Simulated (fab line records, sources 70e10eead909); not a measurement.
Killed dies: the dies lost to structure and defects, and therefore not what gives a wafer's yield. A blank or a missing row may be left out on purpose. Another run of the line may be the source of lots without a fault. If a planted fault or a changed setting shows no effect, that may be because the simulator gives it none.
fab line records	flow nand_harc
[record] lots = 5	wafers = 15	last_day = 24
route steps=1159 shown A_CONTACT@931 A_BLC@964 END@1159
lots that met no fault: from a run of the same line without faults
start_h: the number of hours between the record's first day and the start of the first shown wafer of the lot	wait_h: hours from the lot's prior step to this one	" repeats the value in the row above	L1.1+2: a single row standing in for several wafers	- no value present, or no start provided	* or withheld: withheld	< > ~ a bound
route shown NAME@n: names a module that has steps shown in the file, with the first one's number in the route	usual: the fault-free wafers' mean and standard deviation	same: alike in all rows	chamber/n: place in a boat	sites: per-site readings	_std_site: their standard deviation	_edge_site: outer sites' mean less inner sites'	radius_mm: how far each site lies from the wafer's centre	mask NAME#n: copy n	behind: tool/chamber where the wafer was last shaped	hold: what put the lot on hold/how long, in hours/how the hold closed	device: the transistor (n, p or np) that didn't switch	end of line: the tests these same wafers got at the end of their route	step lacking rows: just its recipe	killed: dies that structure and defects cost at the first sort, which is not the same as the wafer's yield	map: a wafer's dies, marking killed ones x, the rest . and places with no die _
set.NAME: the run value of the setting; set.NAME@STEP: its run value at that earlier step	model.NAME: the simulator's own value behind a step, which no gauge read
a table for each step, a row for each wafer; lots at some steps of the route
services: the hour from which a tool's chamber was out of use, counted from the record's first day as start_h (under 0 if before that day), plus the number of hours and why
[[steps]]
[step NHARC_A_CONTACT_EBR_04]
[step NHARC_A_CONTACT_EXPOSE_05]
[recipe] na = 1.35	sigma_outer = 0.8	dose_mj = 84.24	mask_id = A_CC
[step NHARC_A_CONTACT_PEB_06]
[recipe] peb_temp_c = 100	peb_time_s = 65
[step NHARC_A_CONTACT_DEVELOP_07]
[recipe] develop_time_s = 35	dev_temp_c = 23
[step NHARC_A_CONTACT_CD_MEAS_08]
[recipe] target_cd_nm = 100	landing_energy_ev = 500
[usual] cd_nm = 100.0/0.4
[same] landing_energy_ev = 500
lot.wafer	tool	chamber	start_h	wait_h	cd_nm
L397.2	cd_sem-03	0	408.51	-	100.7
L397.3	"	0	"	"	100.6
L397.5	"	0	"	"	99.8
L406.3	cd_sem-03	0	455.85	-	100.1
L406.5	"	0	"	"	100.8
L406.6	"	0	"	"	100.4
L410.2	cd_sem-03	0	494.57	-	101.0
L410.5	"	0	"	"	100.8
L410.6	"	0	"	"	100.9
L413.1	cd_sem-01	0	513.51	-	99.6
L413.3	"	0	"	"	99.8
L413.4	"	0	"	"	100.4
L415.3	cd_sem-02	0	515.89	-	99.4
L415.4	"	0	"	"	99.9
L415.6	"	0	"	"	99.5
[step NHARC_A_CONTACT_OVL_MEAS_09]
[usual] overlay_x_nm = 0.2/0.83	overlay_y_nm = 0.0/0.76
lot.wafer	tool	chamber	start_h	wait_h	overlay_x_nm	overlay_y_nm
L397.2	overlay-01	-	408.59	-	-1.5	-0.7
L397.3	"	-	"	"	-1.4	-0.3
L397.5	"	-	"	"	-1.2	-0.1
L406.3	overlay-02	-	455.93	-	-0.2	1.5
L406.5	"	-	"	"	-0.1	1.3
L406.6	"	-	"	"	0.2	0.7
L410.2	overlay-02	-	494.65	-	0.7	-0.1
L410.5	"	-	"	"	0.9	0.0
L410.6	"	-	"	"	1.3	0.0
L413.1	overlay-02	-	513.61	-	1.8	-1.3
L413.3	"	-	"	"	1.9	-0.8
L413.4	"	-	"	"	1.7	-0.8
L415.3	overlay-01	-	515.97	-	0.5	0.0
L415.4	"	-	"	"	0.6	-0.6
L415.6	"	-	"	"	1.2	0.5
[step NHARC_A_CONTACT_INSPECT_10]
[usual] raw_defect_count = 29/11
lot.wafer	tool	chamber	start_h	wait_h	raw_defect_count
L397.2	defect_inspect-02	-	408.63	0.0	24
L397.3	"	-	"	"	32
L397.5	"	-	"	"	22
L406.3	defect_inspect-01	-	455.97	0.0	30
L406.5	"	-	"	"	29
L406.6	"	-	"	"	33
L410.2	defect_inspect-01	-	494.69	0.0	26
L410.5	"	-	"	"	56
L410.6	"	-	"	"	34
L413.1	defect_inspect-01	-	513.65	0.0	48
L413.3	"	-	"	"	46
L413.4	"	-	"	"	35
L415.3	defect_inspect-01	-	516.01	0.0	41
L415.4	"	-	"	"	43
L415.6	"	-	"	"	28
[step NHARC_A_CONTACT_DESCUM_13]
[recipe] time_s = 3	o2_flow_sccm = 200	ar_flow_sccm = 0	bias_power_w = 0	chemistry = O2
[usual] drypump_motor_current_A = 5.6/0.41	oes_product_au = 1.004/0.0067	rf_vpp_V = 57.8/0.85	showerhead_plenum_p_Torr = 1.93/0.092	throttle_valve_pct = 11.312/0.009
lot.wafer	tool	chamber	start_h	wait_h	drypump_motor_current_A	oes_product_au	rf_hours_counter_h	rf_vpp_V	showerhead_plenum_p_Torr	throttle_valve_pct
L397.3	rie_diel-10	0	408.69	0.1	5.2	1.008	14	56.4	1.80	11.304
L397.2	"	1	"	"	5.4	1.003	17	57.8	2.05	11.302
L397.5	"	0	"	"	5.2	1.005	-	59.2	1.80	11.315
L406.3	rie_diel-04	0	456.03	0.1	5.7	1.008	29	58.8	1.99	11.300
L406.5	"	0	"	"	5.7	1.004	-	57.4	1.99	11.314
L406.6	"	1	"	"	5.7	0.999	-	57.7	1.91	11.324
L410.2	rie_diel-10	3	494.75	0.1	5.3	1.001	45	59.4	1.96	11.314
L410.6	"	3	"	"	5.3	0.999	-	58.2	1.96	11.318
L410.5	"	0	"	"	5.2	1.004	-	56.2	1.79	11.315
L413.1	rie_diel-10	2	513.72	0.1	6.1	0.997	55	58.0	1.99	11.310
L413.3	"	3	"	"	5.3	0.995	54	58.5	1.96	11.302
L413.4	"	0	"	"	5.2	1.014	47	55.9	1.79	11.307
L415.4	rie_diel-04	2	516.08	0.1	6.6	1.001	6	57.7	1.81	11.311
L415.3	"	3	"	"	5.3	1.002	6	58.2	2.00	11.301
L415.6	"	1	"	"	5.6	1.014	-	56.8	1.91	11.312
[step NHARC_A_CONTACT_ETCH_88]
[recipe] target_depth_a = 390	over_etch_frac = 0.3	time_s = 65	ion_energy_ev = 80	cf4_flow_sccm = 150	ar_flow_sccm = 0	rf_w = 300	bias_w = 100	chemistry = CF4
[step NHARC_A_CONTACT_ETCH_89]
[recipe] target_depth_a = 2600	over_etch_frac = 0.3	time_s = 475.3	ion_energy_ev = 200	n2_flow_sccm = 150	h2_flow_sccm = 150	ar_flow_sccm = 0	rf_w = 400	bias_w = 150	chemistry = N2/H2
[usual] drypump_motor_current_A = 5.6/0.42	oes_product_au = 1.004/0.0078	rf_vpp_V = 431.0/2.9	showerhead_plenum_p_Torr = 2.06/0.1	throttle_valve_pct = 14.171/0.0082
lot.wafer	tool	chamber	start_h	wait_h	drypump_motor_current_A	oes_product_au	rf_hours_counter_h	rf_vpp_V	showerhead_plenum_p_Torr	throttle_valve_pct
L397.2	rie_diel-10	3	-	-	5.3	0.999	14	433.0	2.11	14.161
L397.3	"	0	"	"	5.2	0.992	14	426.3	1.91	14.166
L397.5	"	2	"	"	6.1	0.999	-	432.7	2.14	14.151
L406.3	rie_diel-04	2	-	-	6.6	1.006	29	428.2	1.93	14.171
L406.6	"	0	"	"	5.7	1.006	-	432.1	2.12	14.182
L406.5	"	1	"	"	5.7	1.004	-	430.3	2.03	14.172
L410.2	rie_diel-10	1	-	-	5.4	1.000	47	432.8	2.18	14.163
L410.6	"	1	"	"	5.4	1.009	-	433.6	2.18	14.180
L410.5	"	2	"	"	6.1	1.008	-	432.8	2.13	14.180
L413.3	rie_diel-10	0	-	-	5.2	1.018	47	426.4	1.90	14.167
L413.1	"	1	"	"	5.4	0.996	54	432.5	2.18	14.173
L413.4	"	2	"	"	6.1	1.011	56	433.0	2.12	14.165
L415.3	rie_diel-04	3	-	-	5.3	0.995	6	432.5	2.14	14.171
L415.4	"	2	"	"	6.6	0.992	6	427.6	1.93	14.160
L415.6	"	0	"	"	5.7	0.996	-	433.9	2.12	14.175
[step NHARC_A_CONTACT_ETCH_30]
[recipe] target_depth_a = 605	time_s = 30.2	cf4_flow_sccm = 100	chf3_flow_sccm = 30	ar_flow_sccm = 0	rf_w = 500	bias_w = 200	chemistry = CF4/CHF3
[step NHARC_A_CONTACT_ETCH_31]
[recipe] target_depth_a = 20000	over_etch_frac = 0.3	time_s = 520	ion_energy_ev = 150	o2_flow_sccm = 400	cos_flow_sccm = 20	ar_flow_sccm = 0	rf_w = 500	bias_w = 300	chemistry = O2/COS
[step NHARC_A_CONTACT_ETCH_134]
[recipe] source_w = withheld	pressure_mtorr = 20	bias_v = withheld	time_s = 140	target_depth_a = 7000	ar_flow_sccm = withheld	c4f8_flow_sccm = withheld	o2_flow_sccm = withheld	chemistry = C4F8/O2/Ar
lot.wafer	tool	chamber	start_h	wait_h	rf_hours_counter_h
L397.2	har_cap_etch-02	0	409.77	-	15
L397.3	"	1	"	"	-
L397.5	"	1	"	"	-
L406.3	har_cap_etch-03	1	457.20	-	-
L406.6	"	0	"	"	-
L406.5	"	1	"	"	-
L410.2	har_cap_etch-02	1	496.13	-	32
L410.6	"	0	"	"	-
L410.5	"	1	"	"	-
L413.1	har_cap_etch-02	1	514.72	-	35
L413.3	"	1	"	"	-
L413.4	"	0	"	"	-
L415.3	har_cap_etch-01	0	517.13	-	-
L415.4	"	1	"	"	-
L415.6	"	0	"	"	-
[step NHARC_A_CONTACT_ETCH_135]
[recipe] source_w = withheld	pressure_mtorr = 20	bias_v = 3000	time_s = 132	target_depth_a = 12870	ar_flow_sccm = withheld	c4f8_flow_sccm = withheld	o2_flow_sccm = withheld	chemistry = C4F8/O2/Ar
lot.wafer	tool	chamber	start_h	wait_h	rf_hours_counter_h
L397.2	har_cap_etch-02	0	409.95	0.2	15
L397.3	"	1	"	"	-
L397.5	"	1	"	"	-
L406.3	har_cap_etch-03	1	457.36	0.1	-
L406.6	"	0	"	"	-
L406.5	"	1	"	"	-
L410.2	har_cap_etch-02	1	496.31	0.2	32
L410.6	"	0	"	"	-
L410.5	"	1	"	"	-
L413.1	har_cap_etch-02	1	514.91	0.2	35
L413.3	"	1	"	"	-
L413.4	"	0	"	"	-
L415.3	har_cap_etch-01	0	517.30	0.1	-
L415.4	"	1	"	"	-
L415.6	"	0	"	"	-
[step NHARC_A_CONTACT_ETCH_136]
[recipe] source_w = withheld	pressure_mtorr = 20	bias_v = 3000	time_s = 132	target_depth_a = 12870	ar_flow_sccm = withheld	c4f8_flow_sccm = withheld	o2_flow_sccm = withheld	chemistry = C4F8/O2/Ar
[step NHARC_A_CONTACT_ETCH_137]
[recipe] source_w = withheld	pressure_mtorr = 20	bias_v = 3000	time_s = 132	target_depth_a = 12870	ar_flow_sccm = withheld	c4f8_flow_sccm = withheld	o2_flow_sccm = withheld	chemistry = C4F8/O2/Ar
[step NHARC_A_CONTACT_ETCH_138]
[recipe] source_w = withheld	pressure_mtorr = 20	bias_v = 3000	time_s = 132	target_depth_a = 12890	ar_flow_sccm = withheld	c4f8_flow_sccm = withheld	o2_flow_sccm = withheld	chemistry = C4F8/O2/Ar
[step NHARC_A_CONTACT_ETCH_139]
[recipe] source_w = withheld	pressure_mtorr = 20	bias_v = 400	time_s = 137	target_depth_a = 5900	ar_flow_sccm = withheld	c4f8_flow_sccm = 11.5	o2_flow_sccm = 7.2	chemistry = C4F8/O2/Ar
[step NHARC_A_CONTACT_ETCH_92]
[recipe] target_depth_a = 400	over_etch_frac = 0.5	time_s = 85.7	ion_energy_ev = 120	ch3f_flow_sccm = 50	o2_flow_sccm = 30	ar_flow_sccm = 200	rf_w = 500	bias_w = 100	chemistry = CH3F/O2
[usual] drypump_motor_current_A = 5.7/0.46	oes_product_au = 0.939/0.028	rf_vpp_V = 244.7/1.8	showerhead_plenum_p_Torr = 2.48/0.11	throttle_valve_pct = 20.664/0.009
lot.wafer	tool	chamber	start_h	wait_h	drypump_motor_current_A	oes_product_au	rf_hours_counter_h	rf_vpp_V	showerhead_plenum_p_Torr	throttle_valve_pct
L397.2	rie_diel-04	3	410.84	0.3	5.3	0.922	20	245.8	2.58	20.678
L397.3	"	0	"	"	5.7	0.923	20	245.8	2.55	20.660
L397.5	"	3	"	"	5.3	0.929	-	245.5	2.58	20.659
L406.3	rie_diel-10	2	458.25	0.3	6.1	0.925	33	247.5	2.56	20.667
L406.5	"	3	"	"	5.3	0.921	-	244.6	2.53	20.659
L406.6	"	0	"	"	5.3	0.924	-	242.9	2.31	20.667
L410.2	rie_diel-10	1	497.23	0.4	5.4	0.932	48	247.4	2.62	20.667
L410.6	"	2	"	"	6.1	0.927	-	245.8	2.56	20.664
L410.5	"	3	"	"	5.3	0.921	-	244.7	2.52	20.656
L413.1	rie_diel-04	2	515.83	0.4	6.6	0.913	6	242.1	2.34	20.658
L413.3	"	3	"	"	5.3	0.916	6	245.7	2.57	20.652
L413.4	"	0	"	"	5.7	0.922	6	245.5	2.55	20.662
L415.3	rie_diel-01	1	518.18	0.3	6.0	1.002	6	245.7	2.52	20.667
L415.4	"	3	"	"	5.1	0.989	8	246.3	2.63	20.662
L415.6	"	1	"	"	6.0	0.998	-	246.8	2.52	20.682
[step NHARC_A_CONTACT_ETCH_98]
[recipe] target_depth_a = 200	over_etch_frac = 0.5	time_s = 10	ion_energy_ev = 250	c4f6_flow_sccm = 25	o2_flow_sccm = 20	ar_flow_sccm = 500	rf_w = 600	bias_w = 500	chemistry = C4F6/O2
[step NHARC_A_CONTACT_CD_MEAS_15]
[usual] cd_nm = 89.8/0.48
lot.wafer	tool	chamber	start_h	wait_h	cd_nm
L397.2	cd_sem-02	-	411.05	-	90.0
L397.3	"	-	"	"	89.6
L397.5	"	-	"	"	89.4
L406.3	cd_sem-03	-	458.43	-	89.4
L406.5	"	-	"	"	89.6
L406.6	"	-	"	"	89.6
L410.2	cd_sem-03	-	497.41	-	90.2
L410.5	"	-	"	"	90.6
L410.6	"	-	"	"	89.9
L413.1	cd_sem-01	-	516.03	-	90.7
L413.3	"	-	"	"	90.7
L413.4	"	-	"	"	90.6
L415.3	cd_sem-03	-	518.44	-	90.0
L415.4	"	-	"	"	90.3
L415.6	"	-	"	"	89.6
[step NHARC_A_CONTACT_STRIP_107]
[recipe] n2_flow_sccm = 150	h2_flow_sccm = 150	ar_flow_sccm = 0	bias_w = 0	chemistry = N2/H2
[step NHARC_A_CONTACT_STRIP_108]
[recipe] cf4_flow_sccm = 100	chf3_flow_sccm = 30	ar_flow_sccm = 0	bias_w = 0	chemistry = CF4/CHF3
[step NHARC_A_CONTACT_STRIP_109]
[recipe] o2_flow_sccm = 400	cos_flow_sccm = 20	ar_flow_sccm = 0	bias_w = 0	chemistry = O2/COS
[step NHARC_A_CONTACT_ETCH_110]
[recipe] target_depth_a = 500	overetch_a = 50	time_s = 27.5	ion_energy_ev = 100	cf4_flow_sccm = 80	o2_flow_sccm = 20	ar_flow_sccm = 0	rf_w = 300	bias_w = 100	chemistry = CF4/O2
[step NHARC_A_CONTACT_STRIP_26]
[recipe] o2_flow_sccm = 500	ar_flow_sccm = 0	bias_w = 0	chemistry = O2
[step NHARC_A_CONTACT_STRIP_27]
[recipe] time_s = 600	temp_c = 30	chemistry = post_etch_residue_remover
[step NHARC_A_CONTACT_ALD_18]
[recipe] target_thk_a = 30	pulse_time_s = 1	ald_cycles = 150	temp_c = 450	material = TiN
[step NHARC_A_CONTACT_CVD_19]
[recipe] target_thk_a = 3000	temp_c = 300	pressure_torr = 40	wf6_flow_sccm = 40	h2_flow_sccm = 1600	ar_flow_sccm = 1560	time_s = 802	material = W
[usual] heater_power_w = 435/64	susceptor_temp_C = 300.03/0.2	throttle_valve_pct = 7.80/0.22
lot.wafer	tool	chamber	start_h	wait_h	heater_power_w	susceptor_temp_C	throttle_valve_pct
L397.2	cvd_w-01	1	-	-	484	300.21	7.78
L397.3	"	0	"	"	380	300.44	7.74
L397.5	"	0	"	"	373	300.32	7.46
L406.3	cvd_w-02	0	-	-	375	299.83	7.69
L406.5	"	0	"	"	375	299.92	7.68
L406.6	"	0	"	"	375	300.21	7.41
L410.2	cvd_w-01	1	-	-	489	300.17	7.83
L410.6	"	0	"	"	372	300.08	8.14
L410.5	"	1	"	"	490	300.21	8.01
L413.1	cvd_w-01	1	517.44	-	487	300.29	7.88
L413.4	"	1	"	"	498	300.10	7.92
L413.3	"	0	"	"	374	300.18	7.75
L415.3	cvd_w-02	1	-	-	532	299.74	7.81
L415.4	"	0	"	"	380	299.98	7.72
L415.6	"	1	"	"	542	300.16	7.89
[step NHARC_A_CONTACT_CMP_20]
[recipe] t_overpolish_s = 30	target_thk_nm = 300
[step NHARC_A_CONTACT_SRD_22]
[step NHARC_A_BLC_DEHYDRATE_00]
[recipe] temp_c = 150	time_s = 120
[step NHARC_A_BLC_HMDS_01]
[recipe] time_s = 30
[step NHARC_A_BLC_COAT_02]
[recipe] temp_c = 260	time_s = 75
[step NHARC_A_BLC_COAT_03]
[recipe] temp_c = 225	time_s = 65
[step NHARC_A_BLC_COAT_04]
[recipe] spin_rpm = 1500	resist_thk_nm = 90
[step NHARC_A_BLC_SOFTBAKE_05]
[recipe] temp_c = 105	time_s = 55
[step NHARC_A_BLC_EBR_06]
[step NHARC_A_BLC_EXPOSE_07]
[recipe] na = 1.35	target_cd_nm = 100	dose_mj = 67.97	mask_id = A_BLC
[step NHARC_A_BLC_PEB_08]
[recipe] peb_temp_c = 100	peb_time_s = 65
[step NHARC_END_SORT_01]
[recipe] temp_c = 25
[usual] killed_at_array = 28/8.9	killed_at_other = 0.8/1.2	killed_at_periphery = 3.3/2.3	killed_dies = 32/9.4	killed_open = 3.2/1.8	killed_short = 1.9/1.4
[same] gross_dies = 677
lot.wafer	tool	chamber	start_h	wait_h	killed_at_array	killed_at_other	killed_at_periphery	killed_dies	killed_open	killed_short
L397.3	prober-01	0	478.66	3.1	75	0	2	77	3	2
L397.5	prober-01	0	480.24	3.7	72	0	2	74	3	1
// killed by level:class
L397.3 A_CONTACT:unspecified=43 A_SLIT:chamber_film_flake=11 A_CHANNEL_HOLE_D1:chamber_film_flake=8 A_CONTACT:chamber_film_flake=6 A_ONON_D1:geometric_particle:open=2 P_M1:geometric_particle:open=1 A_ONON_D1:geometric_particle:short=1 A_SGD_CUT:geometric_particle:short=1
L397.5 A_CONTACT:unspecified=48 A_SLIT:chamber_film_flake=9 A_CHANNEL_HOLE_D1:chamber_film_flake=5 A_STAIRCASE:chamber_film_flake=3 A_CONTACT:chamber_film_flake=3 A_CONTACT:geometric_particle:open=2 P_ZERO_WELL:chamber_film_flake=2 A_ONON_D1:geometric_particle:short=1
// map L397.3 (x killed, . not)
____________.____________
_________......x_________
_______......xxxx._______
______.......x..x..______
_____........x......_____
____..........x...x..____
____.....x.....x.....____
___............x......___
___.................x.___
__...................xx__
__.................x.xx__
_....................xxx_
_..................xxxxx_
_...................xxxx_
_...................xxxx_
_...................xxxx_
.....x..............xxxxx
......x.........x...xxxxx
....x................xxxx
...x..................xx.
........................x
_.x.x..................._
_.x.............x.x....._
_.................x....._
_..x.............x......_
_..............x...x...._
__x..............x.....__
__.....................__
___...................___
___.............x.....___
____.................____
____.........x.......____
_____..x............_____
______...........x.______
_______..........._______
_________......._________
____________.____________
// map L413.3 (x killed, . not)
____________.____________
_________.x....._________
_______..........._______
______.............______
_____..............._____
____.................____
____.................____
___...................___
___.....x.......x..xxx___
__..x..................__
__...............x.....__
_.x.x...........xx.x...._
_...............xxxx...x_
_...............xxxx...._
_.................x....._
_...x...........xxx.x..._
................xxxx.....
.........x..........x....
...........xx............
.........................
........xx.....x.........
_........x.........x...._
_...............x......._
_.....x.x..............._
_......................._
_......................._
__.....................__
__.....................__
___...................___
___.........x.x.x.....___
____.................____
____....x............____
_____..............._____
______.............______
_______..........._______
_________......._________
____________.____________
[[services]]
tool	chamber	start_h	hours	kind
rie_diel-10	0	387.07	-	clean
rie_diel-10	1	387.07	-	clean
rie_diel-10	2	387.07	-	clean
rie_diel-10	3	387.07	-	clean
rie_diel-04	-	393.64	0.7	repair
rie_diel-10	0	411.57	-	clean
rie_diel-10	1	411.57	-	clean
rie_diel-10	2	411.57	-	clean
rie_diel-10	3	411.57	-	clean
rie_diel-10	2	423.51	3.3	repair
rie_diel-10	0	436.09	-	clean
rie_diel-10	1	436.09	-	clean
rie_diel-10	2	436.09	-	clean
rie_diel-10	3	436.09	-	clean
rie_diel-01	0	453.61	3.1	repair
rie_diel-01	2	458.27	8.7	repair
rie_diel-10	0	460.59	-	clean
rie_diel-10	0	463.85	7.3	repair
rie_diel-04	-	465.95	9.0	pm
cvd_w-01	-	477.95	13.0	pm
cvd_w-02	-	489.51	0.7	repair
rie_diel-01	-	492.10	9.0	pm
cvd_w-01	0	496.70	7.5	repair
rie_diel-01	2	504.88	3.7	repair
[[key]]
[first_sign] step = NHARC_END_SORT_01	reading = killed_at_array	direction = up	sigmas = 5.1	usual = 28	struck = 74
[effect] step = NHARC_END_SORT_01	reading = killed_dies	direction = up	sigmas = 4.6	usual = 32	struck = 76
[more_kills_born_at] NHARC_A_CONTACT_ETCH_134@har_cap_etch-02 = 91
met_at NHARC_A_CONTACT_ETCH_134
struck_wafers L397.3,L397.5
tester_left_out L397
[fault] kind = chamber_particle_source	tool = har_cap_etch-02	chamber = 1	onset_h = 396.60	steps = NHARC_A_CONTACT_ETCH_134	rate_per_visit_cm2 = 0.57345	end_h = 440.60
// tester_left_out: of these lots the tester's yield and bins aren't shown, on N5 and GAA mostly nor the transistor test; their killed dies are dies lost to structure and defects alone, not to doping, threshold or leakage, so they don't give the yield
